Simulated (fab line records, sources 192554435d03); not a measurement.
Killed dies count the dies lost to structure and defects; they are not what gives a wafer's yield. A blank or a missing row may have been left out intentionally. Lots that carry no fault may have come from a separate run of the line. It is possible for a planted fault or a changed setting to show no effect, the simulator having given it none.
Split-lot trial || flow n5-finfet || 39 wafers read across 7 lots, on a route 1938 steps long

SPLIT DETAILS
At N5_PASSIVATION_PASS_ETCH_74 (etches SiNx in CF4/O2, target depth 220 nm, time 110 s), the setting target-depth-a was moved away from the recipe's 2200 angstrom on 6 of the 39 wafers read, by -21.5% to +23.8%. All remaining wafers had this setting at the recipe value.

The reading comes from the split's own step.

THE READING
TV_OPEN.cd-offset-nm (the simulator's own value, which no gauge read), in nm, at N5_PASSIVATION_PASS_ETCH_74 (etches SiNx in CF4/O2, target depth 220 nm, time 110 s). There is no usual value for it anywhere in the file. Across the 33 wafers here that went through the recipe, the average is -0.2 nm and the standard deviation 0.37 nm.

{"wafer": "L079.2", "tool, chamber at the split": "rie-diel-06, 2", "target-depth-a as run, angstrom": 2200, "against the recipe": "recipe", "TV_OPEN.cd-offset-nm, nm": -0.6, "against lot-mates on the recipe": "-"}
{"wafer": "L079.3", "tool, chamber at the split": "rie-diel-06, 0", "target-depth-a as run, angstrom": 2200, "against the recipe": "recipe", "TV_OPEN.cd-offset-nm, nm": -0.6, "against lot-mates on the recipe": "-"}
{"wafer": "L079.5", "tool, chamber at the split": "rie-diel-06, 1", "target-depth-a as run, angstrom": 2200, "against the recipe": "recipe", "TV_OPEN.cd-offset-nm, nm": 0.4, "against lot-mates on the recipe": "-"}
{"wafer": "L083.1", "tool, chamber at the split": "rie-diel-03, 2", "target-depth-a as run, angstrom": 2200, "against the recipe": "recipe", "TV_OPEN.cd-offset-nm, nm": -0.8, "against lot-mates on the recipe": "-"}
{"wafer": "L083.2", "tool, chamber at the split": "rie-diel-03, 3", "target-depth-a as run, angstrom": 1728, "against the recipe": "-21.5%", "TV_OPEN.cd-offset-nm, nm": 2, "against lot-mates on the recipe": "+2.3"}
{"wafer": "L083.3", "tool, chamber at the split": "rie-diel-03, 0", "target-depth-a as run, angstrom": 2200, "against the recipe": "recipe", "TV_OPEN.cd-offset-nm, nm": -0.2, "against lot-mates on the recipe": "-"}
{"wafer": "L083.4", "tool, chamber at the split": "rie-diel-03, 3", "target-depth-a as run, angstrom": 2200, "against the recipe": "recipe", "TV_OPEN.cd-offset-nm, nm": 0, "against lot-mates on the recipe": "-"}
{"wafer": "L083.5", "tool, chamber at the split": "rie-diel-03, 0", "target-depth-a as run, angstrom": 1728, "against the recipe": "-21.5%", "TV_OPEN.cd-offset-nm, nm": 2, "against lot-mates on the recipe": "+2.3"}
{"wafer": "L083.6", "tool, chamber at the split": "rie-diel-03, 2", "target-depth-a as run, angstrom": 1728, "against the recipe": "-21.5%", "TV_OPEN.cd-offset-nm, nm": 1, "against lot-mates on the recipe": "+1.3"}
{"wafer": "L085.1", "tool, chamber at the split": "rie-diel-04, 2", "target-depth-a as run, angstrom": 2200, "against the recipe": "recipe", "TV_OPEN.cd-offset-nm, nm": -0.2, "against lot-mates on the recipe": "-"}
{"wafer": "L085.2", "tool, chamber at the split": "rie-diel-04, 0", "target-depth-a as run, angstrom": 2200, "against the recipe": "recipe", "TV_OPEN.cd-offset-nm, nm": 0.2, "against lot-mates on the recipe": "-"}
{"wafer": "L085.3", "tool, chamber at the split": "rie-diel-04, 1", "target-depth-a as run, angstrom": 2200, "against the recipe": "recipe", "TV_OPEN.cd-offset-nm, nm": -0.6, "against lot-mates on the recipe": "-"}
{"wafer": "L085.4", "tool, chamber at the split": "rie-diel-04, 3", "target-depth-a as run, angstrom": 2200, "against the recipe": "recipe", "TV_OPEN.cd-offset-nm, nm": -0.2, "against lot-mates on the recipe": "-"}
{"wafer": "L085.5", "tool, chamber at the split": "rie-diel-04, 3", "target-depth-a as run, angstrom": 2200, "against the recipe": "recipe", "TV_OPEN.cd-offset-nm, nm": 0, "against lot-mates on the recipe": "-"}
{"wafer": "L085.6", "tool, chamber at the split": "rie-diel-04, 2", "target-depth-a as run, angstrom": 2200, "against the recipe": "recipe", "TV_OPEN.cd-offset-nm, nm": 0, "against lot-mates on the recipe": "-"}
{"wafer": "L084.1", "tool, chamber at the split": "rie-diel-04, 0", "target-depth-a as run, angstrom": 2200, "against the recipe": "recipe", "TV_OPEN.cd-offset-nm, nm": -0.6, "against lot-mates on the recipe": "-"}
{"wafer": "L084.2", "tool, chamber at the split": "rie-diel-04, 1", "target-depth-a as run, angstrom": 2200, "against the recipe": "recipe", "TV_OPEN.cd-offset-nm, nm": -0.8, "against lot-mates on the recipe": "-"}
{"wafer": "L084.3", "tool, chamber at the split": "rie-diel-04, 2", "target-depth-a as run, angstrom": 2200, "against the recipe": "recipe", "TV_OPEN.cd-offset-nm, nm": -0.4, "against lot-mates on the recipe": "-"}
{"wafer": "L084.4", "tool, chamber at the split": "rie-diel-04, 3", "target-depth-a as run, angstrom": 2200, "against the recipe": "recipe", "TV_OPEN.cd-offset-nm, nm": -0.2, "against lot-mates on the recipe": "-"}
{"wafer": "L084.5", "tool, chamber at the split": "rie-diel-04, 1", "target-depth-a as run, angstrom": 2200, "against the recipe": "recipe", "TV_OPEN.cd-offset-nm, nm": -0.8, "against lot-mates on the recipe": "-"}
{"wafer": "L084.6", "tool, chamber at the split": "rie-diel-04, 0", "target-depth-a as run, angstrom": 2200, "against the recipe": "recipe", "TV_OPEN.cd-offset-nm, nm": -0.2, "against lot-mates on the recipe": "-"}
{"wafer": "L088.1", "tool, chamber at the split": "rie-diel-04, 1", "target-depth-a as run, angstrom": 2200, "against the recipe": "recipe", "TV_OPEN.cd-offset-nm, nm": -0.2, "against lot-mates on the recipe": "-"}
{"wafer": "L088.2", "tool, chamber at the split": "rie-diel-04, 3", "target-depth-a as run, angstrom": 2200, "against the recipe": "recipe", "TV_OPEN.cd-offset-nm, nm": 0.4, "against lot-mates on the recipe": "-"}
{"wafer": "L088.3", "tool, chamber at the split": "rie-diel-04, 0", "target-depth-a as run, angstrom": 2200, "against the recipe": "recipe", "TV_OPEN.cd-offset-nm, nm": -0.4, "against lot-mates on the recipe": "-"}
{"wafer": "L088.4", "tool, chamber at the split": "rie-diel-04, 2", "target-depth-a as run, angstrom": 2200, "against the recipe": "recipe", "TV_OPEN.cd-offset-nm, nm": 0.2, "against lot-mates on the recipe": "-"}
{"wafer": "L088.5", "tool, chamber at the split": "rie-diel-04, 1", "target-depth-a as run, angstrom": 2200, "against the recipe": "recipe", "TV_OPEN.cd-offset-nm, nm": -0.2, "against lot-mates on the recipe": "-"}
{"wafer": "L088.6", "tool, chamber at the split": "rie-diel-04, 0", "target-depth-a as run, angstrom": 2200, "against the recipe": "recipe", "TV_OPEN.cd-offset-nm, nm": 0, "against lot-mates on the recipe": "-"}
{"wafer": "L087.1", "tool, chamber at the split": "rie-diel-03, 2", "target-depth-a as run, angstrom": 2200, "against the recipe": "recipe", "TV_OPEN.cd-offset-nm, nm": -0.4, "against lot-mates on the recipe": "-"}
{"wafer": "L087.2", "tool, chamber at the split": "rie-diel-03, 0", "target-depth-a as run, angstrom": 2200, "against the recipe": "recipe", "TV_OPEN.cd-offset-nm, nm": -0.4, "against lot-mates on the recipe": "-"}
{"wafer": "L087.3", "tool, chamber at the split": "rie-diel-03, 1", "target-depth-a as run, angstrom": 2200, "against the recipe": "recipe", "TV_OPEN.cd-offset-nm, nm": 0.2, "against lot-mates on the recipe": "-"}
{"wafer": "L087.4", "tool, chamber at the split": "rie-diel-03, 3", "target-depth-a as run, angstrom": 2200, "against the recipe": "recipe", "TV_OPEN.cd-offset-nm, nm": 0.2, "against lot-mates on the recipe": "-"}
{"wafer": "L087.5", "tool, chamber at the split": "rie-diel-03, 0", "target-depth-a as run, angstrom": 2200, "against the recipe": "recipe", "TV_OPEN.cd-offset-nm, nm": -0.4, "against lot-mates on the recipe": "-"}
{"wafer": "L087.6", "tool, chamber at the split": "rie-diel-03, 1", "target-depth-a as run, angstrom": 2200, "against the recipe": "recipe", "TV_OPEN.cd-offset-nm, nm": 0.2, "against lot-mates on the recipe": "-"}
{"wafer": "L092.1", "tool, chamber at the split": "rie-diel-03, 2", "target-depth-a as run, angstrom": 2723, "against the recipe": "+23.8%", "TV_OPEN.cd-offset-nm, nm": -2.8, "against lot-mates on the recipe": -3.2}
{"wafer": "L092.2", "tool, chamber at the split": "rie-diel-03, 3", "target-depth-a as run, angstrom": 2200, "against the recipe": "recipe", "TV_OPEN.cd-offset-nm, nm": 0.4, "against lot-mates on the recipe": "-"}
{"wafer": "L092.3", "tool, chamber at the split": "rie-diel-03, 0", "target-depth-a as run, angstrom": 2723, "against the recipe": "+23.8%", "TV_OPEN.cd-offset-nm, nm": -2.6, "against lot-mates on the recipe": -3.0}
{"wafer": "L092.4", "tool, chamber at the split": "rie-diel-03, 1", "target-depth-a as run, angstrom": 2200, "against the recipe": "recipe", "TV_OPEN.cd-offset-nm, nm": 0.4, "against lot-mates on the recipe": "-"}
{"wafer": "L092.5", "tool, chamber at the split": "rie-diel-03, 1", "target-depth-a as run, angstrom": 2200, "against the recipe": "recipe", "TV_OPEN.cd-offset-nm, nm": 0.4, "against lot-mates on the recipe": "-"}
{"wafer": "L092.6", "tool, chamber at the split": "rie-diel-03, 2", "target-depth-a as run, angstrom": 2723, "against the recipe": "+23.8%", "TV_OPEN.cd-offset-nm, nm": -2.6, "against lot-mates on the recipe": -3.0}

FIT RESULTS
A straight line over all 39 wafers: TV_OPEN.cd-offset-nm changes by -0.0963 nm for each +1% of target-depth-a; r = -0.91; the points scatter about the line by 0.39 nm.
The same after taking each lot's own level away (the mean of its wafers on the recipe; 39 wafers): -0.113 nm for each +1%; r = -0.95; scatter 0.34 nm.
On that fit, the largest move of target-depth-a shifts the reading by 2.7 nm.
Across the lots, their own levels run from -0.50 to 0.40 nm, a range of 2.4 times the standard deviation given above.
So the slope is not independent of the lot-to-lot level: the two fits are not the same.
Check: -2.62 nm against its lot-mates is what the line predicts for one of the wafers moved furthest among these (+23.8%) when that wafer is left out of the fit. It came out at -3.2 nm against them.

THE OTHER SPLITS THESE WAFERS WENT THROUGH
Note: prior to the reading, these wafers also went through further splits. Each is held against what the fit with the lots' levels taken away leaves over:
{"other split on the same wafers": "N5_BEOL_M14_DESCUM_33 time-s", "wafers away from the commonest value": 9, "r with TV_OPEN.cd-offset-nm (lot level and that fit taken away)": -0.01}

THE WHOLE CHAIN: every reading that the file lists as answering this split, in the file's order
{"step": "N5_PASSIVATION_PASS_ETCH_74", "what it does": "etches SiNx in CF4/O2, target depth 220 nm, time 110 s", "reading": "etch.depth-nm (the simulator's own value, which no gauge read)", "change (the file's fit)": "+2.5 nm for each +1% of the setting", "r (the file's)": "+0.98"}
{"step": "N5_PASSIVATION_PASS_ETCH_74", "what it does": "etches SiNx in CF4/O2, target depth 220 nm, time 110 s", "reading": "TV_OPEN.cd-offset-nm (the simulator's own value, which no gauge read)", "change (the file's fit)": "-0.113 nm for each +1% of the setting", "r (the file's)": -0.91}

THE FILE'S OWN FIT
TV_OPEN.cd-offset-nm changes by -0.113 nm for each +1% of target-depth-a, r = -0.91.
